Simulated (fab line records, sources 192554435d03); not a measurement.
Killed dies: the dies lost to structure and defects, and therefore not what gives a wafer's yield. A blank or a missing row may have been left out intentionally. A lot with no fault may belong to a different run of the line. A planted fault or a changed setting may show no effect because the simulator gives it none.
Which tool was responsible? || flow n5_finfet || Sampling: 24 lots, 72 wafers, 6 of 1938 route steps

## WHAT THE GAUGES READ, wafer by wafer
N5_BEOL_M11_THK_MEAS_53: measures by xrf.
{"lot": "L074", "measured": "day 13 21:20", "on": "film_metro-02", "M11_THK (nm)": "138 140 138"}
{"lot": "L077", "measured": "day 14 12:22", "on": "film_metro-01", "M11_THK (nm)": "141 138 140"}
{"lot": "L075", "measured": "day 14 18:47", "on": "film_metro-01", "M11_THK (nm)": "144 140 150"}
{"lot": "L076", "measured": "day 14 22:37", "on": "film_metro-02", "M11_THK (nm)": "135 143 137"}
{"lot": "L078", "measured": "day 15 06:52", "on": "film_metro-02", "M11_THK (nm)": "136 139 138"}
{"lot": "L080", "measured": "day 15 18:48", "on": "film_metro-01", "M11_THK (nm)": "141 147 144"}
{"lot": "L082", "measured": "day 15 23:08", "on": "film_metro-02", "M11_THK (nm)": "140 144 151"}
{"lot": "L079", "measured": "day 16 04:25", "on": "film_metro-01", "M11_THK (nm)": "145 143 135"}
{"lot": "L086", "measured": "day 17 02:28", "on": "film_metro-02", "M11_THK (nm)": "139 143 141"}
{"lot": "L081", "measured": "day 17 07:41", "on": "film_metro-02", "M11_THK (nm)": "138 140 139"}
{"lot": "L083", "measured": "day 17 10:13", "on": "film_metro-02", "M11_THK (nm)": "139 140 140"}
{"lot": "L084", "measured": "day 17 12:53", "on": "film_metro-02", "M11_THK (nm)": "140 134 137"}
{"lot": "L090", "measured": "day 17 22:17", "on": "film_metro-01", "M11_THK (nm)": "140 142 142"}
{"lot": "L085", "measured": "day 17 22:37", "on": "film_metro-01", "M11_THK (nm)": "144 140 136"}
{"lot": "L089", "measured": "day 18 11:17", "on": "film_metro-02", "M11_THK (nm)": "138 137 144"}
{"lot": "L087", "measured": "day 18 17:52", "on": "film_metro-01", "M11_THK (nm)": "142 139 138"}
{"lot": "L088", "measured": "day 18 18:35", "on": "film_metro-01", "M11_THK (nm)": "137 137 141"}
{"lot": "L091", "measured": "day 18 21:19", "on": "film_metro-02", "M11_THK (nm)": "141 147 149"}
{"lot": "L096", "measured": "day 19 03:28", "on": "film_metro-01", "M11_THK (nm)": "140 135 138"}
{"lot": "L092", "measured": "day 19 03:59", "on": "film_metro-01", "M11_THK (nm)": "139 144 137"}
{"lot": "L094", "measured": "day 19 04:53", "on": "film_metro-02", "M11_THK (nm)": "139 144 140"}
{"lot": "L093", "measured": "day 19 22:26", "on": "film_metro-02", "M11_THK (nm)": "141 137 136"}
{"lot": "L095", "measured": "day 19 23:35", "on": "film_metro-02", "M11_THK (nm)": "146 143 135"}
{"lot": "L097", "measured": "day 20 06:59", "on": "film_metro-01", "M11_THK (nm)": "137 144 147"}

N5_BEOL_M12_THK_MEAS_01.
{"lot": "L074", "measured": "day 13 21:39", "on": "film_metro-01", "M12_ILD_THK (nm)": "659 671 660"}
{"lot": "L077", "measured": "day 14 12:41", "on": "film_metro-02", "M12_ILD_THK (nm)": "648 644 655"}
{"lot": "L075", "measured": "day 14 19:07", "on": "film_metro-02", "M12_ILD_THK (nm)": "650 665 667"}
{"lot": "L076", "measured": "day 14 22:58", "on": "film_metro-01", "M12_ILD_THK (nm)": "653 666 657"}
{"lot": "L078", "measured": "day 15 07:11", "on": "film_metro-02", "M12_ILD_THK (nm)": "663 676 654"}
{"lot": "L080", "measured": "day 15 19:11", "on": "film_metro-01", "M12_ILD_THK (nm)": "630 661 659"}
{"lot": "L082", "measured": "day 15 23:27", "on": "film_metro-02", "M12_ILD_THK (nm)": "638 678 658"}
{"lot": "L079", "measured": "day 16 04:44", "on": "film_metro-01", "M12_ILD_THK (nm)": "671 667 677"}
{"lot": "L086", "measured": "day 17 02:47", "on": "film_metro-01", "M12_ILD_THK (nm)": "646 659 647"}
{"lot": "L081", "measured": "day 17 08:07", "on": "film_metro-01", "M12_ILD_THK (nm)": "651 667 671"}
{"lot": "L083", "measured": "day 17 10:38", "on": "film_metro-02", "M12_ILD_THK (nm)": "665 656 675"}
{"lot": "L084", "measured": "day 17 13:19", "on": "film_metro-01", "M12_ILD_THK (nm)": "636 650 653"}
{"lot": "L090", "measured": "day 17 22:36", "on": "film_metro-02", "M12_ILD_THK (nm)": "660 664 666"}
{"lot": "L085", "measured": "day 17 22:56", "on": "film_metro-02", "M12_ILD_THK (nm)": "665 670 674"}
{"lot": "L089", "measured": "day 18 11:35", "on": "film_metro-01", "M12_ILD_THK (nm)": "653 646 663"}
{"lot": "L087", "measured": "day 18 18:11", "on": "film_metro-01", "M12_ILD_THK (nm)": "656 632 656"}
{"lot": "L088", "measured": "day 18 18:54", "on": "film_metro-02", "M12_ILD_THK (nm)": "659 660 663"}
{"lot": "L091", "measured": "day 18 21:38", "on": "film_metro-02", "M12_ILD_THK (nm)": "641 672 671"}
{"lot": "L096", "measured": "day 19 03:50", "on": "film_metro-02", "M12_ILD_THK (nm)": "655 641 657"}
{"lot": "L092", "measured": "day 19 04:20", "on": "film_metro-02", "M12_ILD_THK (nm)": "653 631 661"}
{"lot": "L094", "measured": "day 19 05:13", "on": "film_metro-01", "M12_ILD_THK (nm)": "650 635 646"}
{"lot": "L093", "measured": "day 19 22:46", "on": "film_metro-02", "M12_ILD_THK (nm)": "652 673 663"}
{"lot": "L095", "measured": "day 19 23:54", "on": "film_metro-02", "M12_ILD_THK (nm)": "659 645 648"}
{"lot": "L097", "measured": "day 20 07:18", "on": "film_metro-02", "M12_ILD_THK (nm)": "663 654 667"}

N5_BEOL_M12_RS_MEAS_54: uses a four-point probe to measure.
{"lot": "L074", "measured": "day 14 03:11", "on": "film_metro-01", "M12_RS (ohm/sq)": "0.0624 0.0624 0.0621"}
{"lot": "L077", "measured": "day 14 20:06", "on": "film_metro-01", "M12_RS (ohm/sq)": "0.0620 0.0629 0.0618"}
{"lot": "L075", "measured": "day 14 23:55", "on": "film_metro-02", "M12_RS (ohm/sq)": "0.0590 0.0598 0.0595"}
{"lot": "L076", "measured": "day 15 06:01", "on": "film_metro-02", "M12_RS (ohm/sq)": "0.0612 0.0586 0.0611"}
{"lot": "L078", "measured": "day 15 12:17", "on": "film_metro-01", "M12_RS (ohm/sq)": "0.0593 0.0607 0.0602"}
{"lot": "L080", "measured": "day 15 23:11", "on": "film_metro-02", "M12_RS (ohm/sq)": "0.0598 0.0591 0.0609"}
{"lot": "L082", "measured": "day 16 02:50", "on": "film_metro-01", "M12_RS (ohm/sq)": "0.0594 0.0617 0.0596"}
{"lot": "L079", "measured": "day 16 15:34", "on": "film_metro-01", "M12_RS (ohm/sq)": "0.0606 0.0600 0.0602"}
{"lot": "L086", "measured": "day 17 07:07", "on": "film_metro-01", "M12_RS (ohm/sq)": "0.0596 0.0594 0.0584"}
{"lot": "L081", "measured": "day 17 13:20", "on": "film_metro-01", "M12_RS (ohm/sq)": "0.0579 0.0622 0.0607"}
{"lot": "L083", "measured": "day 17 18:18", "on": "film_metro-01", "M12_RS (ohm/sq)": "0.0601 0.0593 0.0589"}
{"lot": "L084", "measured": "day 17 18:35", "on": "film_metro-02", "M12_RS (ohm/sq)": "0.0600 0.0601 0.0590"}
{"lot": "L090", "measured": "day 18 03:54", "on": "film_metro-01", "M12_RS (ohm/sq)": "0.0590 0.0609 0.0595"}
{"lot": "L085", "measured": "day 18 04:32", "on": "film_metro-02", "M12_RS (ohm/sq)": "0.0590 0.0630 0.0580"}
{"lot": "L089", "measured": "day 18 19:21", "on": "film_metro-02", "M12_RS (ohm/sq)": "0.0602 0.0588 0.0610"}
{"lot": "L087", "measured": "day 18 22:53", "on": "film_metro-01", "M12_RS (ohm/sq)": "0.0581 0.0616 0.0614"}
{"lot": "L088", "measured": "day 18 23:20", "on": "film_metro-01", "M12_RS (ohm/sq)": "0.0627 0.0588 0.0612"}
{"lot": "L091", "measured": "day 19 03:22", "on": "film_metro-01", "M12_RS (ohm/sq)": "0.0595 0.0613 0.0611"}
{"lot": "L096", "measured": "day 19 14:31", "on": "film_metro-01", "M12_RS (ohm/sq)": "0.0618 0.0586 0.0611"}
{"lot": "L092", "measured": "day 19 17:55", "on": "film_metro-01", "M12_RS (ohm/sq)": "0.0582 0.0603 0.0605"}
{"lot": "L094", "measured": "day 19 17:58", "on": "film_metro-01", "M12_RS (ohm/sq)": "0.0589 0.0613 0.0632"}
{"lot": "L093", "measured": "day 20 03:38", "on": "film_metro-01", "M12_RS (ohm/sq)": "0.0623 0.0588 0.0620"}
{"lot": "L095", "measured": "day 20 04:04", "on": "film_metro-01", "M12_RS (ohm/sq)": "0.0606 0.0595 0.0602"}
{"lot": "L097", "measured": "day 20 11:10", "on": "film_metro-01", "M12_RS (ohm/sq)": "0.0608 0.0584 0.0596"}

## TOOL THAT RAN EACH LOT (tool first, then ch and the chambers of the sampled wafers, then the start)
{"lot": "L074", "N5_BEOL_M11_ALD_74": "ald_metal-01 ch 0,2, day 13 19:02", "N5_BEOL_M12_SPUTTER_44": "pvd_sputter-03, day 14 01:53", "N5_BEOL_M12_DEP_53": "pecvd-01 ch 1,2, day 14 03:08"}
{"lot": "L077", "N5_BEOL_M11_ALD_74": "ald_metal-03 ch 0,2, day 14 11:02", "N5_BEOL_M12_SPUTTER_44": "pvd_sputter-03, day 14 18:58", "N5_BEOL_M12_DEP_53": "pecvd-02 ch 1,2, day 14 20:02"}
{"lot": "L075", "N5_BEOL_M11_ALD_74": "ald_metal-03 ch 0,2,3, day 14 17:07", "N5_BEOL_M12_SPUTTER_44": "pvd_sputter-03, day 14 22:41", "N5_BEOL_M12_DEP_53": "pecvd-04 ch 0,1, day 14 23:51"}
{"lot": "L076", "N5_BEOL_M11_ALD_74": "ald_metal-02 ch 0,1,2, day 14 19:38", "N5_BEOL_M12_SPUTTER_44": "pvd_sputter-01, day 15 04:55", "N5_BEOL_M12_DEP_53": "pecvd-04 ch 0,2, day 15 05:56"}
{"lot": "L078", "N5_BEOL_M11_ALD_74": "ald_metal-02 ch 1,2,3, day 15 04:59", "N5_BEOL_M12_SPUTTER_44": "pvd_sputter-03, day 15 11:14", "N5_BEOL_M12_DEP_53": "pecvd-01 ch 0,1,2, day 15 12:13"}
{"lot": "L080", "N5_BEOL_M11_ALD_74": "ald_metal-03 ch 0,1, day 15 17:28", "N5_BEOL_M12_SPUTTER_44": "pvd_sputter-01, day 15 21:56", "N5_BEOL_M12_DEP_53": "pecvd-02 ch 0,1,2, day 15 23:07"}
{"lot": "L082", "N5_BEOL_M11_ALD_74": "ald_metal-02 ch 0,1, day 15 21:45", "N5_BEOL_M12_SPUTTER_44": "pvd_sputter-03, day 16 01:46", "N5_BEOL_M12_DEP_53": "pecvd-02 ch 0,1,2, day 16 02:46"}
{"lot": "L079", "N5_BEOL_M11_ALD_74": "ald_metal-02 ch 0,1, day 16 03:07", "N5_BEOL_M12_SPUTTER_44": "pvd_sputter-01, day 16 14:30", "N5_BEOL_M12_DEP_53": "pecvd-04 ch 0,1,2, day 16 15:31"}
{"lot": "L086", "N5_BEOL_M11_ALD_74": "ald_metal-03 ch 0,1,3, day 17 00:53", "N5_BEOL_M12_SPUTTER_44": "pvd_sputter-01, day 17 05:50", "N5_BEOL_M12_DEP_53": "pecvd-02 ch 0,2, day 17 07:02"}
{"lot": "L081", "N5_BEOL_M11_ALD_74": "ald_metal-03 ch 2,3, day 17 05:38", "N5_BEOL_M12_SPUTTER_44": "pvd_sputter-02, day 17 12:16", "N5_BEOL_M12_DEP_53": "pecvd-01 ch 0,2, day 17 13:16"}
{"lot": "L083", "N5_BEOL_M11_ALD_74": "ald_metal-02 ch 1,2,3, day 17 08:51", "N5_BEOL_M12_SPUTTER_44": "pvd_sputter-03, day 17 17:14", "N5_BEOL_M12_DEP_53": "pecvd-01 ch 0,1,2, day 17 18:14"}
{"lot": "L084", "N5_BEOL_M11_ALD_74": "ald_metal-01 ch 0,1,3, day 17 11:30", "N5_BEOL_M12_SPUTTER_44": "pvd_sputter-01, day 17 17:25", "N5_BEOL_M12_DEP_53": "pecvd-02 ch 0, day 17 18:28"}
{"lot": "L090", "N5_BEOL_M11_ALD_74": "ald_metal-01 ch 0,2,3, day 17 20:50", "N5_BEOL_M12_SPUTTER_44": "pvd_sputter-03, day 18 02:50", "N5_BEOL_M12_DEP_53": "pecvd-04 ch 0,1, day 18 03:50"}
{"lot": "L085", "N5_BEOL_M11_ALD_74": "ald_metal-02 ch 1,2,3, day 17 20:59", "N5_BEOL_M12_SPUTTER_44": "pvd_sputter-01, day 18 03:26", "N5_BEOL_M12_DEP_53": "pecvd-02 ch 0,2, day 18 04:27"}
{"lot": "L089", "N5_BEOL_M11_ALD_74": "ald_metal-01 ch 0,2,3, day 18 09:49", "N5_BEOL_M12_SPUTTER_44": "pvd_sputter-01, day 18 18:07", "N5_BEOL_M12_DEP_53": "pecvd-01 ch 0,1,2, day 18 19:17"}
{"lot": "L087", "N5_BEOL_M11_ALD_74": "ald_metal-02 ch 1,3, day 18 16:05", "N5_BEOL_M12_SPUTTER_44": "pvd_sputter-02, day 18 21:05", "N5_BEOL_M12_DEP_53": "pecvd-04 ch 0,1, day 18 22:49"}
{"lot": "L088", "N5_BEOL_M11_ALD_74": "ald_metal-02 ch 1,2,3, day 18 16:39", "N5_BEOL_M12_SPUTTER_44": "pvd_sputter-02, day 18 21:27", "N5_BEOL_M12_DEP_53": "pecvd-02 ch 0,2, day 18 23:15"}
{"lot": "L091", "N5_BEOL_M11_ALD_74": "ald_metal-03 ch 1,2,3, day 18 17:59", "N5_BEOL_M12_SPUTTER_44": "pvd_sputter-01, day 19 02:16", "N5_BEOL_M12_DEP_53": "pecvd-01 ch 0,1, day 19 03:19"}
{"lot": "L096", "N5_BEOL_M11_ALD_74": "ald_metal-02 ch 0,2, day 19 01:55", "N5_BEOL_M12_SPUTTER_44": "pvd_sputter-03, day 19 12:59", "N5_BEOL_M12_DEP_53": "pecvd-04 ch 0,2, day 19 14:26"}
{"lot": "L092", "N5_BEOL_M11_ALD_74": "ald_metal-03 ch 0,2, day 19 02:11", "N5_BEOL_M12_SPUTTER_44": "pvd_sputter-02, day 19 16:35", "N5_BEOL_M12_DEP_53": "pecvd-04 ch 0,1, day 19 17:51"}
{"lot": "L094", "N5_BEOL_M11_ALD_74": "ald_metal-03 ch 0,2,3, day 19 02:44", "N5_BEOL_M12_SPUTTER_44": "pvd_sputter-01, day 19 16:36", "N5_BEOL_M12_DEP_53": "pecvd-04 ch 1,2, day 19 17:54"}
{"lot": "L093", "N5_BEOL_M11_ALD_74": "ald_metal-01 ch 1,2, day 19 20:30", "N5_BEOL_M12_SPUTTER_44": "pvd_sputter-01, day 20 02:35", "N5_BEOL_M12_DEP_53": "pecvd-04 ch 0,1,2, day 20 03:34"}
{"lot": "L095", "N5_BEOL_M11_ALD_74": "ald_metal-02 ch 1,3, day 19 22:08", "N5_BEOL_M12_SPUTTER_44": "pvd_sputter-03, day 20 03:00", "N5_BEOL_M12_DEP_53": "pecvd-02 ch 1,2, day 20 04:01"}
{"lot": "L097", "N5_BEOL_M11_ALD_74": "ald_metal-03 ch 0,1, day 20 05:37", "N5_BEOL_M12_SPUTTER_44": "pvd_sputter-02, day 20 10:05", "N5_BEOL_M12_DEP_53": "pecvd-02 ch 0,1,2, day 20 11:07"}
- N5_BEOL_M11_ALD_74: deposits TaN, target thk 2 nm, pulse time 2 s, purge time 3 s.
- N5_BEOL_M12_SPUTTER_44: material Ta, target thk 10 nm, time 16.13 s.
- N5_BEOL_M12_DEP_53: deposits SiCN from 3MS/NH3, target thk 30 nm, time 10.5 s.

## AS READ BY THE TOOLS THEMSELVES (means over the sampled wafers that have a number; for cases with no such wafer, the mark the record gives instead)
N5_BEOL_M11_ALD_74.
{"lot": "L074", "tool": "ald_metal-01", "heater_power_w (W)": 388}
{"lot": "L077", "tool": "ald_metal-03", "heater_power_w (W)": 418}
{"lot": "L075", "tool": "ald_metal-03", "heater_power_w (W)": 443}
{"lot": "L076", "tool": "ald_metal-02", "heater_power_w (W)": 460}
{"lot": "L078", "tool": "ald_metal-02", "heater_power_w (W)": 420}
{"lot": "L080", "tool": "ald_metal-03", "heater_power_w (W)": 491}
{"lot": "L082", "tool": "ald_metal-02", "heater_power_w (W)": 511}
{"lot": "L079", "tool": "ald_metal-02", "heater_power_w (W)": 497}
{"lot": "L086", "tool": "ald_metal-03", "heater_power_w (W)": 484}
{"lot": "L081", "tool": "ald_metal-03", "heater_power_w (W)": 417}
{"lot": "L083", "tool": "ald_metal-02", "heater_power_w (W)": 425}
{"lot": "L084", "tool": "ald_metal-01", "heater_power_w (W)": 399}
{"lot": "L090", "tool": "ald_metal-01", "heater_power_w (W)": 387}
{"lot": "L085", "tool": "ald_metal-02", "heater_power_w (W)": 420}
{"lot": "L089", "tool": "ald_metal-01", "heater_power_w (W)": 391}
{"lot": "L087", "tool": "ald_metal-02", "heater_power_w (W)": 429}
{"lot": "L088", "tool": "ald_metal-02", "heater_power_w (W)": 422}
{"lot": "L091", "tool": "ald_metal-03", "heater_power_w (W)": 462}
{"lot": "L096", "tool": "ald_metal-02", "heater_power_w (W)": 409}
{"lot": "L092", "tool": "ald_metal-03", "heater_power_w (W)": 440}
{"lot": "L094", "tool": "ald_metal-03", "heater_power_w (W)": 447}
{"lot": "L093", "tool": "ald_metal-01", "heater_power_w (W)": 398}
{"lot": "L095", "tool": "ald_metal-02", "heater_power_w (W)": 426}
{"lot": "L097", "tool": "ald_metal-03", "heater_power_w (W)": 494}

N5_BEOL_M12_SPUTTER_44.
{"lot": "L074", "tool": "pvd_sputter-03", "bias_v (V)": 79.8, "throttle_valve_pct (%)": 30.8}
{"lot": "L077", "tool": "pvd_sputter-03", "bias_v (V)": 79.9, "throttle_valve_pct (%)": 30.2}
{"lot": "L075", "tool": "pvd_sputter-03", "bias_v (V)": 80.3, "throttle_valve_pct (%)": 29.7}
{"lot": "L076", "tool": "pvd_sputter-01", "bias_v (V)": 80.1, "throttle_valve_pct (%)": 29.4}
{"lot": "L078", "tool": "pvd_sputter-03", "bias_v (V)": 79.7, "throttle_valve_pct (%)": 29.7}
{"lot": "L080", "tool": "pvd_sputter-01", "bias_v (V)": 79.5, "throttle_valve_pct (%)": 29.7}
{"lot": "L082", "tool": "pvd_sputter-03", "bias_v (V)": 80.1, "throttle_valve_pct (%)": 29.8}
{"lot": "L079", "tool": "pvd_sputter-01", "bias_v (V)": 80.2, "throttle_valve_pct (%)": 29.6}
{"lot": "L086", "tool": "pvd_sputter-01", "bias_v (V)": 80.3, "throttle_valve_pct (%)": 29.9}
{"lot": "L081", "tool": "pvd_sputter-02", "bias_v (V)": 79.8, "throttle_valve_pct (%)": 29.4}
{"lot": "L083", "tool": "pvd_sputter-03", "bias_v (V)": 80.2, "throttle_valve_pct (%)": 30.0}
{"lot": "L084", "tool": "pvd_sputter-01", "bias_v (V)": 79.5, "throttle_valve_pct (%)": 30.5}
{"lot": "L090", "tool": "pvd_sputter-03", "bias_v (V)": 80.5, "throttle_valve_pct (%)": 29.5}
{"lot": "L085", "tool": "pvd_sputter-01", "bias_v (V)": 80.9, "throttle_valve_pct (%)": 30.0}
{"lot": "L089", "tool": "pvd_sputter-01", "bias_v (V)": 81.0, "throttle_valve_pct (%)": 29.9}
{"lot": "L087", "tool": "pvd_sputter-02", "bias_v (V)": 80.1, "throttle_valve_pct (%)": 29.5}
{"lot": "L088", "tool": "pvd_sputter-02", "bias_v (V)": 80.2, "throttle_valve_pct (%)": 29.6}
{"lot": "L091", "tool": "pvd_sputter-01", "bias_v (V)": 80.6, "throttle_valve_pct (%)": 30.6}
{"lot": "L096", "tool": "pvd_sputter-03", "bias_v (V)": 80.0, "throttle_valve_pct (%)": 31.0}
{"lot": "L092", "tool": "pvd_sputter-02", "bias_v (V)": 79.6, "throttle_valve_pct (%)": 30.2}
{"lot": "L094", "tool": "pvd_sputter-01", "bias_v (V)": 80.0, "throttle_valve_pct (%)": 30.1}
{"lot": "L093", "tool": "pvd_sputter-01", "bias_v (V)": 79.7, "throttle_valve_pct (%)": 30.1}
{"lot": "L095", "tool": "pvd_sputter-03", "bias_v (V)": 79.5, "throttle_valve_pct (%)": 29.8}
{"lot": "L097", "tool": "pvd_sputter-02", "bias_v (V)": 79.5, "throttle_valve_pct (%)": 29.9}

N5_BEOL_M12_DEP_53.
{"lot": "L074", "tool": "pecvd-01", "showerhead_plenum_p_Torr (Torr)": 4.179, "throttle_valve_pct (%)": 16.9}
{"lot": "L077", "tool": "pecvd-02", "showerhead_plenum_p_Torr (Torr)": 4.155, "throttle_valve_pct (%)": 17.4}
{"lot": "L075", "tool": "pecvd-04", "showerhead_plenum_p_Torr (Torr)": 4.165, "throttle_valve_pct (%)": 20.1}
{"lot": "L076", "tool": "pecvd-04", "showerhead_plenum_p_Torr (Torr)": 4.157, "throttle_valve_pct (%)": 18.7}
{"lot": "L078", "tool": "pecvd-01", "showerhead_plenum_p_Torr (Torr)": 4.157, "throttle_valve_pct (%)": 17.8}
{"lot": "L080", "tool": "pecvd-02", "showerhead_plenum_p_Torr (Torr)": 4.157, "throttle_valve_pct (%)": 17.5}
{"lot": "L082", "tool": "pecvd-02", "showerhead_plenum_p_Torr (Torr)": 4.154, "throttle_valve_pct (%)": 17.6}
{"lot": "L079", "tool": "pecvd-04", "showerhead_plenum_p_Torr (Torr)": 4.160, "throttle_valve_pct (%)": 19.1}
{"lot": "L086", "tool": "pecvd-02", "showerhead_plenum_p_Torr (Torr)": 4.152, "throttle_valve_pct (%)": 17.3}
{"lot": "L081", "tool": "pecvd-01", "showerhead_plenum_p_Torr (Torr)": 4.157, "throttle_valve_pct (%)": 18.0}
{"lot": "L083", "tool": "pecvd-01", "showerhead_plenum_p_Torr (Torr)": 4.159, "throttle_valve_pct (%)": 17.8}
{"lot": "L084", "tool": "pecvd-02", "showerhead_plenum_p_Torr (Torr)": 4.159, "throttle_valve_pct (%)": 17.5}
{"lot": "L090", "tool": "pecvd-04", "showerhead_plenum_p_Torr (Torr)": 4.168, "throttle_valve_pct (%)": 20.4}
{"lot": "L085", "tool": "pecvd-02", "showerhead_plenum_p_Torr (Torr)": 4.146, "throttle_valve_pct (%)": 17.4}
{"lot": "L089", "tool": "pecvd-01", "showerhead_plenum_p_Torr (Torr)": 4.171, "throttle_valve_pct (%)": 17.9}
{"lot": "L087", "tool": "pecvd-04", "showerhead_plenum_p_Torr (Torr)": 4.168, "throttle_valve_pct (%)": 20.4}
{"lot": "L088", "tool": "pecvd-02", "showerhead_plenum_p_Torr (Torr)": 4.151, "throttle_valve_pct (%)": 17.2}
{"lot": "L091", "tool": "pecvd-01", "showerhead_plenum_p_Torr (Torr)": 4.148, "throttle_valve_pct (%)": 18.3}
{"lot": "L096", "tool": "pecvd-04", "showerhead_plenum_p_Torr (Torr)": 4.164, "throttle_valve_pct (%)": 19.0}
{"lot": "L092", "tool": "pecvd-04", "showerhead_plenum_p_Torr (Torr)": 4.171, "throttle_valve_pct (%)": 20.6}
{"lot": "L094", "tool": "pecvd-04", "showerhead_plenum_p_Torr (Torr)": 4.151, "throttle_valve_pct (%)": 18.1}
{"lot": "L093", "tool": "pecvd-04", "showerhead_plenum_p_Torr (Torr)": 4.161, "throttle_valve_pct (%)": 19.3}
{"lot": "L095", "tool": "pecvd-02", "showerhead_plenum_p_Torr (Torr)": 4.157, "throttle_valve_pct (%)": 17.3}
{"lot": "L097", "tool": "pecvd-02", "showerhead_plenum_p_Torr (Torr)": 4.150, "throttle_valve_pct (%)": 17.3}

## THE ANSWER, worked out from the rows above alone
Rule: usual is defined by the lots themselves. The widest of any qualifying gaps counts: lots, ordered by their means at a reading, are off when they make up no more than a third of the lots, leave a main group of 4 or more, and stand apart from it by 3 or more times the standard deviation of that group's means. If all means in a main group match to the digits the tables above print for the reading, that group is not used. A lot without any number at a reading at which 4 lots or more have one is off too. Where the step has rows for the other lots, those lots are counted as sound. After the gauges, taken in route order, come the tools' own readings; for these a lot's mean is taken, as printed above. The first step at which some lot is off is used, and at that step the reading that is off furthest; a lot without a number counts as furthest.
Nothing can be told from this: no lot is off at any reading shown.

## WHAT THE SIMULATOR PUT IN
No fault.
